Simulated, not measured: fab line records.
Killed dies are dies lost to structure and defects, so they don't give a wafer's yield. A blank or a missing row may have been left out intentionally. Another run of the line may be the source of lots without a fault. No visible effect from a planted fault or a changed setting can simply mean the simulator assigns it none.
A lot that was struck, set against a sound lot + flow n5_finfet + 14 steps out of a route of 1938
Sound: these wafers, L990.1, L990.2, L990.6. Struck: wafer L109.2. (L109.4 of the same lot was not struck and is left out.) The cause comes at the end.
For every step that has rows: the tool of each side, followed by ch and its chambers, followed by its first start. Under that, the readings that differ: sound wafers + struck wafers + difference of the means + sigmas: that difference in standard deviations of wafers without a fault.
alike: readings with means less than 2 such deviations apart, plus words and numbers identical on both sides. not compared: withheld readings, readings lacking a value on some wafer, bounds such as >300 that could conceal the same value, and numbers that have no deviation in the record and whose values overlap.
Wherever a step has rows on one side only, a row that says differs or no value, or a row with sigmas, the two part there. When numbers do not overlap yet have no deviation, they are printed without sigmas and do not part them. A reading missing from all wafers of one side parts the sides only when that side holds two or more wafers.

first, 4 steps without rows for these wafers: N5_BEOL_M10_SOFTBAKE_06 (time 60 s); N5_BEOL_M10_EXPOSE_08 (exposes mask M10); N5_BEOL_M10_PEB_09 (peb time 60 s); N5_BEOL_M10_DEVELOP_10 (develop time 30 s).
N5_BEOL_M10_CD_MEAS_11 targets a cd of 64.1 nm.
  sound on cd_sem-01 ch 0, day 9 21:46; struck on cd_sem-02 ch 0, day 15 03:19
  alike: cd_nm
N5_BEOL_M10_OVL_MEAS_12:
  sound on overlay-01 ch 0, day 9 21:47; struck on overlay-02 ch 0, day 15 03:20
  alike: M10_OVL
N5_BEOL_M10_INSPECT_13: inspects for defects (brightfield).
  sound on defect_inspect-02, day 9 21:49; struck on defect_inspect-02, day 15 03:22
  alike: raw_defect_count
N5_BEOL_M10_DESCUM_16: chemistry O2, time 7.9 s.
  sound on rie_diel-04 ch 1,2, day 9 21:50; struck on rie_diel-03 ch 1, day 15 03:31
  alike: drypump_motor_current_A, oes_product_au, rf_vpp_V, showerhead_plenum_p_Torr, throttle_valve_pct
  not compared: rf_hours_counter_h
N5_BEOL_M10_ETCH_61: etches SiARC in CF4, target depth 39 nm, time 65 s.
  sound on rie_diel-04 ch 1,2, day 9 21:53; struck on rie_diel-03 ch 1, day 15 03:33
  alike: drypump_motor_current_A, etch_rf_on_time_s, oes_product_au, rf_vpp_V, showerhead_plenum_p_Torr, throttle_valve_pct
  not compared: rf_hours_counter_h
N5_BEOL_M10_ETCH_62: etches SOC in N2/H2, target depth 110 nm, overetch 22 nm, time 165 s.
  sound on rie_diel-04 ch 1,2, day 9 21:56; struck on rie_diel-03 ch 1, day 15 03:36
  alike: drypump_motor_current_A, oes_product_au, rf_vpp_V, showerhead_plenum_p_Torr, throttle_valve_pct
  not compared: rf_hours_counter_h
then, 1 step without rows for these wafers: N5_BEOL_M10_STRIP_68 (strips in N2/H2).
N5_BEOL_M10_STRIP_67: strips in CF4.
  sound on rie_diel-04 ch 1,2, day 9 22:05; struck on rie_diel-03 ch 1, day 15 03:45
  alike: drypump_motor_current_A, oes_product_au, power_w, rf_vpp_V, showerhead_plenum_p_Torr, throttle_valve_pct
  not compared: rf_hours_counter_h
N5_BEOL_M10_HM_OPEN_17: chemistry Cl2/BCl3, target TiN, target depth 20 nm, overetch 6 nm.
  sound on rie_metal-02 ch 0,1, day 9 22:07; struck on rie_metal-03 ch 0, day 15 03:47
| reading                                   | sound          | struck | difference | sigmas |
|-------------------------------------------|----------------|--------|------------|--------|
| drypump_motor_current_A (A)               | 6.4 6.4 6.4    | 5.5    | -0.9       | -2     |
| oes_product_au (a.u.)                     | 0.74 0.53 0.54 | 0.82   | +0.22      | +2     |
| model.SOC_of_BEOL_M10_COAT_59.thk_nm (nm) | 91.6 92 92.4   | 89     | -3         |        |
  alike: throttle_valve_pct
  not compared: rf_hours_counter_h
N5_BEOL_M10_STRIP_19: strips in O2.
  sound on rie_diel-02 ch 0,1, day 9 22:14; struck on rie_diel-02 ch 0, day 15 04:02
| reading                         | sound          | struck | difference | sigmas |
|---------------------------------|----------------|--------|------------|--------|
| oes_product_au (a.u.)           | 0.72 0.70 0.71 | 0.94   | +0.23      | +2     |
| showerhead_plenum_p_Torr (Torr) | 2.14 2.01 2.15 | 2.26   | +0.16      | +2     |
  alike: drypump_motor_current_A, rf_vpp_V, throttle_valve_pct
  not compared: rf_hours_counter_h

== WHERE THEY PART ==
At N5_BEOL_M10_HM_OPEN_17 first; at N5_BEOL_M10_STRIP_19 last (within this record only).

WHY: whatever the simulator had introduced
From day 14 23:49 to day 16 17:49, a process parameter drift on rie_metal-03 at N5_BEOL_M10_HM_OPEN_17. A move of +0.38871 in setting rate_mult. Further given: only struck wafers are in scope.
